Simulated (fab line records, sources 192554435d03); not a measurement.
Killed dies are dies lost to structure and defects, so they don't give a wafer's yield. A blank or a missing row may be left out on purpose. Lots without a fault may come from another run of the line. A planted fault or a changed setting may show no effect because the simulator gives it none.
fab line records | flow n5_finfet
record lots=7 wafers=21
route steps=1938 shown ZERO_LAYER@6 PMOS_HMC_CHANNEL_EPI@62 FIN_SAQP@116 STI_FIN_REVEAL@190 SD_EPI_N@268
start_h: hours from the record's first day to the start of the lot's first wafer shown | wait_h: hours since the lot's step before | " the same as in the row above | L1.1+2: a row that stands for several wafers | - no value, or no start given | * or withheld: withheld | < > ~ a bound
route shown NAME@n: a module of which the file shows steps, and the number in the route of the first | usual: mean/standard deviation of fault-free wafers | same: alike in all rows | chamber/n: place in a boat | sites: the reading at each site | _std_site: their standard deviation | _edge_site: outer sites' mean less inner sites' | radius_mm: how far each site lies from the wafer's centre | mask NAME#n: copy n | behind: the tool/chamber that last shaped the wafer | hold: why the lot was held/for how many hours/how that ended | device: the transistor (n, p or np) that didn't switch | end of line: the same wafers' tests at the end of the route | a step without rows: its recipe alone | killed: dies lost to structure and defects at the first sort, not the wafer's yield | map: a wafer's dies, x killed, . not, _ none there
set.NAME: the setting as run; set.NAME@STEP: as run at that earlier step | model.NAME: the simulator's own value behind a step, which no gauge read
lots whose settings were changed on purpose; a table a step, a row a wafer
## steps
# step N5_ZERO_LAYER_COAT_05
# recipe spin_rpm=1500 resist_thk_nm=1000
# columns lot.wafer tool chamber start_h wait_h set.spin_rpm model.coat_of_ZERO_LAYER_COAT_05.thk_nm
L074.1 litho_track-01 0 - - 1593 968.8
L074.4 " 0 " " 1500 999
L074.5 " 0 " " 1500 1001
L080.3 litho_track-05 0 - - 1600 967.6
L080.5 " 0 " " 1500 996.7
L080.6 " 0 " " 1600 968.4
L081.1+5 litho_track-04 0 - - 1355 1049
L081.2 " 0 " " 1500 1001
L083.1 litho_track-04 0 - - 1500 997.9
L083.2 " 0 " " 1500 995.9
L083.6 " 0 " " 1652 950.8
L084.3+5 litho_track-05 0 - - 1429 1023
L084.4 " 0 " " 1500 999.6
L090.3 litho_track-01 0 - - 1364 1053
L090.4 " 0 " " 1500 1004
L090.5 " 0 " " 1500 1003
L097.1 litho_track-01 0 - - 1500 1000
L097.4 " 0 " " 1500 998.1
L097.6 " 0 " " 1500 1001
# step N5_ZERO_LAYER_EXPOSE_08
# recipe mask_id=ZERO na=0.55 source_shape=conventional sigma_outer=0.8 polarization=unpolarized defocus_nm=0 target_cd_nm=2000 dose_mj=16.2
# columns lot.wafer tool chamber start_h wait_h mask set.dose_mj
L074.1 krf_scanner-01 0 12.46 - ZERO#0 16.2
L074.4+5 " 0 " " ZERO#0 16.74
L080.3+5+6 krf_scanner-02 0 48.63 - ZERO#0 16.2
L081.1 krf_scanner-01 0 54.59 - ZERO#0 16.2
L081.2+5 " 0 " " ZERO#0 15.4
L083.1+2+6 krf_scanner-02 0 66.47 - ZERO#0 17.13
L084.3+5 krf_scanner-02 0 72.48 - ZERO#0 17.41
L084.4 " 0 " " ZERO#0 16.2
L090.3 krf_scanner-01 0 108.62 - ZERO#0 16.2
L090.4+5 " 0 " " ZERO#0 17.05
L097.1+4+6 krf_scanner-01 0 150.47 - ZERO#0 16.2
# step N5_ZERO_LAYER_PEB_09
# recipe peb_temp_c=withheld peb_time_s=*
# step N5_ZERO_LAYER_DEVELOP_10
# recipe develop_time_s=60 rinse_liquid=diw dry=air_spin dev_temp_c=21
# step N5_ZERO_LAYER_HARDBAKE_23
# recipe temp_c=130 time_s=120
# step N5_ZERO_LAYER_CD_MEAS_11
# recipe target_cd_nm=2000 landing_energy_ev=500 detector=se_inlens
# usual cd_nm=2000.2/2.7
# columns lot.wafer tool chamber start_h wait_h set.dose_mj@ZERO_LAYER_EXPOSE_08 cd_nm
L074.1 cd_sem-03 0 12.64 - 16.2 2003.3
L074.4 " 0 " " 16.74 2006.1
L074.5 " 0 " " 16.74 2010.0
L080.3 cd_sem-02 0 48.79 - 16.2 2003.9
L080.5 " 0 " " 16.2 1998.2
L080.6 " 0 " " 16.2 2003.2
L081.1 cd_sem-03 0 54.77 - 16.2 1996.7
L081.2 " 0 " " 15.4 1989.5
L081.5 " 0 " " 15.4 1987.7
L083.1 cd_sem-03 0 66.65 - 17.13 2011.9
L083.2 " 0 " " 17.13 2012.1
L083.6 " 0 " " 17.13 2015.6
L084.3 cd_sem-02 0 72.64 - 17.41 2015.7
L084.4 " 0 " " 16.2 1998.4
L084.5 " 0 " " 17.41 2017.1
L090.3 cd_sem-03 0 108.79 - 16.2 2003.3
L090.4 " 0 " " 17.05 2011.0
L090.5 " 0 " " 17.05 2016.9
L097.1 cd_sem-03 0 150.65 - 16.2 1994.1
L097.4 " 0 " " 16.2 1994.4
L097.6 " 0 " " 16.2 1998.4
# step N5_ZERO_LAYER_DESCUM_16
# recipe chemistry=O2 time_s=7.9 source_power_w=50 bias_power_w=20 pressure_mtorr=20 rf_frequency_hz=2.712e+07 temp_c=40 o2_flow_sccm=225
# columns lot.wafer tool chamber start_h wait_h set.dose_mj@ZERO_LAYER_EXPOSE_08 model.ZERO_LAYER.cd_nm
L074.1 rie_diel-05 1 12.76 0.1 16.2 2003
L074.4 " 2 " " 16.74 2006
L074.5 " 0 " " 16.74 2010
L080.3 rie_diel-05 0 48.83 0.0 16.2 2004
L080.5 " 2 " " 16.2 1998
L080.6 " 1 " " 16.2 2003
L081.1 rie_diel-02 1 54.89 0.1 16.2 1997
L081.2 " 0 " " 15.4 1990
L081.5 " 2 " " 15.4 1988
L083.1+2 rie_diel-05 2,0 66.69 0.0 17.13 2012
L083.6 " 3 " " 17.13 2016
L084.3 rie_diel-02 0 72.70 0.1 17.41 2016
L084.4 " 2 " " 16.2 1998
L084.5 " 0 " " 17.41 2017
L090.3 rie_diel-02 3 108.91 0.1 16.2 2003
L090.4 " 1 " " 17.05 2011
L090.5 " 1 " " 17.05 2017
L097.1+4 rie_diel-05 2,3 150.69 0.0 16.2 1994
L097.6 " 2 " " 16.2 1998
# step N5_ZERO_LAYER_ETCH_17
# recipe chemistry=CF4 target=SiO2 target_depth_a=120 time_s=13.3 ion_energy_ev=350 pressure_mtorr=40 source_w=450 bias_w=215 Ar_flow_sccm=100 cf4_flow_sccm=100
# step N5_ZERO_LAYER_ETCH_18
# recipe chemistry=HBr/Cl2 target=Si target_depth_a=1200 time_s=40 pressure_mtorr=10 icp_w=800 bias_w=75 HBr_flow_sccm=150 Cl2_flow_sccm=80
# step N5_ZERO_LAYER_STRIP_24
# recipe chemistry=O2 power_w=1000 temp_c=250 overash_fraction=0.3 pressure_mtorr=1000 o2_flow_sccm=6750
# usual strip_time_to_endpoint_s=43.83/0.097
# columns lot.wafer tool chamber start_h wait_h set.spin_rpm@ZERO_LAYER_COAT_05 strip_time_to_endpoint_s
L074.1 plasma_asher-02 1 12.98 0.1 1593 42.88
L074.4 " 0 " " 1500 43.77
L074.5 " 1 " " 1500 43.85
L080.3 plasma_asher-01 0 49.06 0.1 1600 42.83
L080.5 " 0 " " 1500 43.72
L080.6 " 1 " " 1600 42.86
L081.1 plasma_asher-01 1 55.10 0.1 1355 45.32
L081.2 " 0 " " 1500 43.81
L081.5 " 1 " " 1355 45.28
L083.1 plasma_asher-01 1 66.90 0.1 1500 43.72
L083.2 " 0 " " 1500 43.73
L083.6 " 1 " " 1652 42.36
L084.3 plasma_asher-01 0 72.93 0.1 1429 44.52
L084.4 " 1 " " 1500 43.88
L084.5 " 0 " " 1429 44.49
L090.3 plasma_asher-02 0 109.14 0.1 1364 45.40
L090.4 " 1 " " 1500 43.93
L090.5 " 0 " " 1500 43.89
L097.1 plasma_asher-02 1 150.90 0.1 1500 43.85
L097.4 " 0 " " 1500 43.81
L097.6 " 1 " " 1500 43.85
# step N5_PMOS_HMC_CHANNEL_EPI_EXPOSE_06
# recipe mask_id=PMOS_HMC_BLK na=1.35 source_shape=conventional sigma_outer=0.8 polarization=unpolarized target_cd_nm=240 dose_mj=41
# columns lot.wafer tool chamber start_h wait_h mask set.dose_mj
L074.1+4+5 arfi_scanner-01 0 16.97 - PMOS_HMC_BLK#0 41
L080.3+5 arfi_scanner-02 0 54.75 - PMOS_HMC_BLK#0 38.22
L080.6 " 0 " " PMOS_HMC_BLK#0 41
L081.1+2 arfi_scanner-03 0 60.60 - PMOS_HMC_BLK#0 38.81
L081.5 " 0 " " PMOS_HMC_BLK#0 41
L083.1+2 arfi_scanner-02 0 72.20 - PMOS_HMC_BLK#0 41
L083.6 " 0 " " PMOS_HMC_BLK#0 43.24
L084.3+4+5 arfi_scanner-02 0 77.07 - PMOS_HMC_BLK#0 41
L090.3 arfi_scanner-03 0 113.03 - PMOS_HMC_BLK#0 39.47
L090.4+5 " 0 " " PMOS_HMC_BLK#0 41
L097.1+4+6 arfi_scanner-02 0 155.12 - PMOS_HMC_BLK#0 41
# step N5_PMOS_HMC_CHANNEL_EPI_PEB_07
# recipe peb_temp_c=110 peb_time_s=60 resist=CAR-ArF-block
# columns lot.wafer tool chamber start_h wait_h set.peb_temp_c
L074.1+4+5 litho_track-04 0 17.03 0.1 110
L080.3+6 litho_track-03 0 54.80 0.0 110
L080.5 " 0 " " 107.1
L081.1+5 litho_track-04 0 60.66 0.1 110
L081.2 " 0 " " 113.6
L083.1 litho_track-01 0 72.26 0.1 110
L083.2+6 " 0 " " 108.1
L084.3+4 litho_track-03 0 77.12 0.0 108.6
L084.5 " 0 " " 110
L090.3+5 litho_track-01 0 113.08 0.0 111.3
L090.4 " 0 " " 110
L097.1+4+6 litho_track-04 0 155.18 0.1 110
# step N5_PMOS_HMC_CHANNEL_EPI_DEVELOP_08
# recipe develop_time_s=30 developer=TMAH resist=CAR-ArF-block dev_temp_c=23 rinse_liquid=diw dry=air_spin
# step N5_PMOS_HMC_CHANNEL_EPI_CD_MEAS_09
# recipe target_cd_nm=237.4 landing_energy_ev=500 detector=se_inlens
# usual cd_nm=237.3/1
# columns lot.wafer tool chamber start_h wait_h set.dose_mj@PMOS_HMC_CHANNEL_EPI_EXPOSE_06 set.peb_temp_c@PMOS_HMC_CHANNEL_EPI_PEB_07 cd_nm
L074.1 cd_sem-03 0 17.09 - 41 110 237.2
L074.4 " 0 " " 41 110 237.3
L074.5 " 0 " " 41 110 238.5
L080.3 cd_sem-01 0 54.86 - 38.22 110 232.6
L080.5 " 0 " " 38.22 107.1 223.7
L080.6 " 0 " " 41 110 238.3
L081.1 cd_sem-02 0 60.73 - 38.81 110 233.1
L081.2 " 0 " " 38.81 113.6 242.2
L081.5 " 0 " " 41 110 236.5
L083.1 cd_sem-01 0 72.33 - 41 110 237.5
L083.2 " 0 " " 41 108.1 231.9
L083.6 " 0 " " 43.24 108.1 234.9
L084.3 cd_sem-01 0 77.18 - 41 108.6 232.3
L084.4 " 0 " " 41 108.6 232.2
L084.5 " 0 " " 41 110 235.1
L090.3 cd_sem-02 0 113.14 - 39.47 111.3 237.2
L090.4 " 0 " " 41 110 235.2
L090.5 " 0 " " 41 111.3 240.5
L097.1 cd_sem-01 0 155.25 - 41 110 237.1
L097.4 " 0 " " 41 110 239.3
L097.6 " 0 " " 41 110 238.3
# step N5_FIN_SAQP_ETCH_52
# recipe chemistry=N2/H2 target=SOC target_depth_a=1000 overetch_a=200 mask_material=SiARC temp_c=40 time_s=150 ion_energy_ev=200 pressure_mtorr=30 source_w=840 bias_w=150 n2_flow_sccm=200 h2_flow_sccm=200 ends=end_point
# usual rf_vpp_V=524.4/2.2
# columns lot.wafer tool chamber start_h wait_h set.source_w rf_vpp_V
L074.1 rie_diel-01 3 22.19 0.0 920.2 511.9
L074.4 " 2 " " 920.2 504.3
L074.5 " 2 " " 840 519.8
L080.3 rie_diel-01 3 60.30 0.0 840 523.6
L080.5 " 2 " " 840 521.4
L080.6 " 1 " " 840 526.0
L081.1 rie_diel-04 2 65.41 0.0 747.3 547.6
L081.2 " 1 " " 840 523.7
L081.5 " 0 " " 840 525.0
L083.1 rie_diel-01 2 77.09 0.0 840 520.7
L083.2 " 3 " " 840 524.7
L083.6 " 3 " " 840 526.1
L084.3 rie_diel-04 0 81.99 0.0 905 513.5
L084.4 " 1 " " 905 510.5
L084.5 " 1 " " 840 524.2
L090.3 rie_diel-04 0 118.29 0.0 840 527.4
L090.4 " 1 " " 840 522.3
L090.5 " 1 " " 840 523.5
L097.1 rie_diel-04 0 159.97 0.0 840 525.9
L097.4 " 2 " " 840 527.9
L097.6 " 0 " " 840 526.5
# step N5_FIN_SAQP_SPACER1_ALD_24
# recipe material=SiO2 target_thk_a=203 temp_c=300 ald_precursor_family=BDEAS ald_co_reactant=O2-plasma pulse_time_s=1 purge_time_s=2 co_reactant_purge_time_s=2 ald_cycles=218 pressure_torr=2
# columns lot.wafer tool chamber start_h wait_h set.temp_c model.SiO2_of_FIN_SAQP_SPACER1_ALD_24.thk_nm
L074.1+5 ald_sin-04 3 24.42 1.5 289.4 21
L074.4 " 0 " " 300 20.2
L080.3 ald_sin-02 3 61.47 0.1 288 21.4
L080.5 " 2 " " 288 21.2
L080.6 " 3 " " 300 20.4
L081.1+5 ald_sin-02 0,1 66.47 0.3 300 20.2
L081.2 " 2 " " 289 21
L083.1+6 ald_sin-02 2,1 78.23 0.4 311.3 20
L083.2 " 1 " " 300 20.2
L084.3+4 ald_sin-02 2,0 83.00 0.1 300 20.4
L084.5 " 1 " " 293.5 20.8
L090.3 ald_sin-04 2 119.44 0.1 300 20.4
L090.4 " 0 " " 300 20.2
L090.5 " 1 " " 310.5 19.8
L097.1+4+6 ald_sin-04 1,3,1 161.31 0.3 300 20.4
# step N5_FIN_SAQP_SPACER1_ETCHBACK_25
# recipe chemistry=CHF3/O2 mode=anisotropic_etchback target=SiO2 target_depth_a=244 time_s=12.2 pressure_mtorr=30 source_w=650 bias_w=170 Ar_flow_sccm=200 CHF3_flow_sccm=50 O2_flow_sccm=5 ion_energy_ev=200
# step N5_FIN_SAQP_MANDREL1_REMOVE_56
# recipe chemistry=HBr/Cl2/O2 bt_time_s=10 target=a-Si stop_on=SiNx endpoint=OES-SiCl over_etch_frac=1 icp_w=600 bias_w=22 HBr_flow_sccm=150 Cl2_flow_sccm=80 O2_flow_sccm=5 pressure_mtorr=10
# columns lot.wafer tool chamber start_h wait_h set.temp_c@FIN_SAQP_SPACER1_ALD_24 model.FIN_SAQP.cd_nm
L074.1+5 rie_si-06 0,2 25.33 0.1 289.4 21
L074.4 " 1 " " 300 20.2
L080.3 rie_si-04 2 62.39 0.1 288 21.4
L080.5 " 1 " " 288 21.2
L080.6 " 2 " " 300 20.6
L081.1 rie_si-06 1 67.27 0.1 300 20.4
L081.2 " 0 " " 289 21.2
L081.5 " 3 " " 300 20
L083.1+6 rie_si-04 0,2 79.03 0.1 311.3 20
L083.2 " 3 " " 300 20.4
L084.3 rie_si-03 3 83.81 0.1 300 20.6
L084.4 " 2 " " 300 20.2
L084.5 " 0 " " 293.5 20.8
L090.3+4 rie_si-04 3,1 120.30 0.1 300 20.4
L090.5 " 1 " " 310.5 20
L097.1 rie_si-06 1 162.12 0.1 300 20.6
L097.4+6 " 3,2 " " 300 20.4
# step N5_STI_FIN_REVEAL_ETCHBACK_08
# recipe chemistry=C4F6/O2 target=SiO2 target_depth_a=305 time_s=10.167 ion_energy_ev=250 pressure_mtorr=30 source_w=345 bias_w=185 Ar_flow_sccm=300 C4F6_flow_sccm=10 O2_flow_sccm=10
# columns lot.wafer tool chamber start_h wait_h set.time_s
L074.1+5 rie_diel-01 3,1 34.65 0.2 10.167
L074.4 " 0 " " 11.88
L080.3+5+6 rie_diel-04 2,3,0 73.18 0.2 10.167
L081.1+2 rie_diel-04 3,2 77.00 0.2 10.167
L081.5 " 3 " " 11.62
L083.1+6 rie_diel-01 3,1 89.13 0.2 10.167
L083.2 " 1 " " 11.93
L084.3 rie_diel-04 0 94.86 0.1 10.167
L084.4+5 " 2,1 " " 8.725
L090.3 rie_diel-06 1 129.92 0.1 10.167
L090.4+5 " 2,3 " " 8.975
L097.1+4+6 rie_diel-04 3,1,2 171.73 0.2 10.167
# step N5_STI_FIN_REVEAL_OXIDATION_31
# recipe chemistry=O2_PLASMA_REMOTE temp_c=150 time_s=20 pressure_mtorr=1000 source_power_w=2000 o2_flow_sccm=3000
# columns lot.wafer tool chamber start_h wait_h set.time_s
L074.1+4+5 plasma_asher-01 0,1,0 37.06 0.0 20
L080.3+5+6 plasma_asher-02 1,0,1 75.61 0.1 20
L081.1 plasma_asher-02 1 79.41 0.0 24.18
L081.2+5 " 0,1 " " 20
L083.1+6 plasma_asher-02 1 91.54 0.0 17.05
L083.2 " 0 " " 20
L084.3+4+5 plasma_asher-02 0,1,0 97.28 0.1 20
L090.3+4+5 plasma_asher-02 1,0,0 132.37 0.1 20
L097.1+4+6 plasma_asher-02 0 174.14 0.0 20
# step N5_STI_FIN_REVEAL_PRECLEAN_32
# recipe chemistry=NF3:NH3 afs_cycles=1 temp_c=30 time_s=20 sublimation_temp_c=180 sublimation_time_s=60 pressure_torr=3 rf_power_w=30
# step N5_STI_FIN_REVEAL_STRIP_35
# recipe chemistry=H3PO4 material=Si3N4 temp_c=165 target_depth_a=40 time_s=39
# step N5_STI_FIN_REVEAL_SRD_23
# recipe dry=ipa_marangoni time_s=30 temp_c=23 rinse_liquid=diw
# step N5_STI_FIN_REVEAL_FIN_H_MEAS_10
# usual trench_depth_nm=52.1/0.85
# columns lot.wafer tool chamber start_h wait_h set.time_s@STI_FIN_REVEAL_ETCHBACK_08 trench_depth_nm
L074.1 ocd-01 - 37.61 0.0 10.167 53.1
L074.4 " - " " 11.88 57.7
L074.5 " - " " 10.167 52.3
L080.3 ocd-02 - 76.16 0.0 10.167 51.8
L080.5 " - " " 10.167 51.5
L080.6 " - " " 10.167 53.2
L081.1 ocd-02 - 80.01 0.0 10.167 51.6
L081.2 " - " " 10.167 52.8
L081.5 " - " " 11.62 56.3
L083.1 ocd-01 - 92.09 0.0 10.167 51.0
L083.2 " - " " 11.93 56.5
L083.6 " - " " 10.167 50.5
L084.3 ocd-02 - 97.91 0.0 10.167 54.1
L084.4 " - " " 8.725 48.8
L084.5 " - " " 8.725 48.6
L090.3 ocd-02 - 132.90 0.0 10.167 52.4
L090.4 " - " " 8.975 50.0
L090.5 " - " " 8.975 48.8
L097.1 ocd-01 - 174.69 0.0 10.167 51.5
L097.4 " - " " 10.167 51.8
L097.6 " - " " 10.167 53.3
# step N5_SD_EPI_N_PEB_07
# recipe peb_temp_c=110 peb_time_s=60 resist=CAR-ArF-block
# columns lot.wafer tool chamber start_h wait_h set.peb_temp_c
L074.1+5 litho_track-03 0 50.91 0.1 107.4
L074.4 " 0 " " 110
L080.3 litho_track-03 0 90.46 0.0 110
L080.5+6 " 0 " " 112.8
L081.1+2 litho_track-02 0 91.66 0.1 110
L081.5 " 0 " " 113.4
L083.1+2+6 litho_track-05 0 104.42 0.1 111.7
L084.3+5 litho_track-03 0 111.24 0.0 110
L084.4 " 0 " " 111.4
L090.3+4 litho_track-02 0 144.50 0.0 110
L090.5 " 0 " " 106.5
L097.1+4+6 litho_track-02 0 185.72 0.1 110
## key
split step=N5_ZERO_LAYER_COAT_05 setting=spin_rpm stated=1500 by=wafer
response step=N5_ZERO_LAYER_COAT_05 reading=model.coat_of_ZERO_LAYER_COAT_05.thk_nm change=-4.89 per=1% r=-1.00
response step=N5_ZERO_LAYER_STRIP_24 reading=strip_time_to_endpoint_s change=* per=1% r=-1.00
split step=N5_ZERO_LAYER_EXPOSE_08 setting=dose_mj stated=16.2 by=wafer
response step=N5_ZERO_LAYER_CD_MEAS_11 reading=cd_nm change=+2.08 per=1% r=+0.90
response step=N5_ZERO_LAYER_DESCUM_16 reading=model.ZERO_LAYER.cd_nm change=+2.08 per=1% r=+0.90
split step=N5_PMOS_HMC_CHANNEL_EPI_EXPOSE_06 setting=dose_mj stated=41 by=wafer
response step=N5_PMOS_HMC_CHANNEL_EPI_CD_MEAS_09 reading=cd_nm slope=+0.741 per=1% together_with=peb_temp_c@PMOS_HMC_CHANNEL_EPI_PEB_07 explained=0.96
split step=N5_PMOS_HMC_CHANNEL_EPI_PEB_07 setting=peb_temp_c stated=110 by=wafer
response step=N5_PMOS_HMC_CHANNEL_EPI_CD_MEAS_09 reading=cd_nm change=+2.97 per=1% r=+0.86
split step=N5_FIN_SAQP_ETCH_52 setting=source_w stated=840 by=wafer
response step=N5_FIN_SAQP_ETCH_52 reading=rf_vpp_V change=-1.7 per=1% r=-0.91
split step=N5_FIN_SAQP_SPACER1_ALD_24 setting=temp_c stated=300 by=wafer
response step=N5_FIN_SAQP_SPACER1_ALD_24 reading=model.SiO2_of_FIN_SAQP_SPACER1_ALD_24.thk_nm change=-0.174 per=1% r=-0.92
response step=N5_FIN_SAQP_MANDREL1_REMOVE_56 reading=model.FIN_SAQP.cd_nm change=-0.179 per=1% r=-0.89
split step=N5_STI_FIN_REVEAL_ETCHBACK_08 setting=time_s stated=10.167 by=wafer
response step=N5_STI_FIN_REVEAL_FIN_H_MEAS_10 reading=trench_depth_nm change=+0.313 per=1% r=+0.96
split step=N5_STI_FIN_REVEAL_OXIDATION_31 setting=time_s stated=20 by=wafer
response none clear
split step=N5_SD_EPI_N_PEB_07 setting=peb_temp_c stated=110 by=wafer
response none in this file
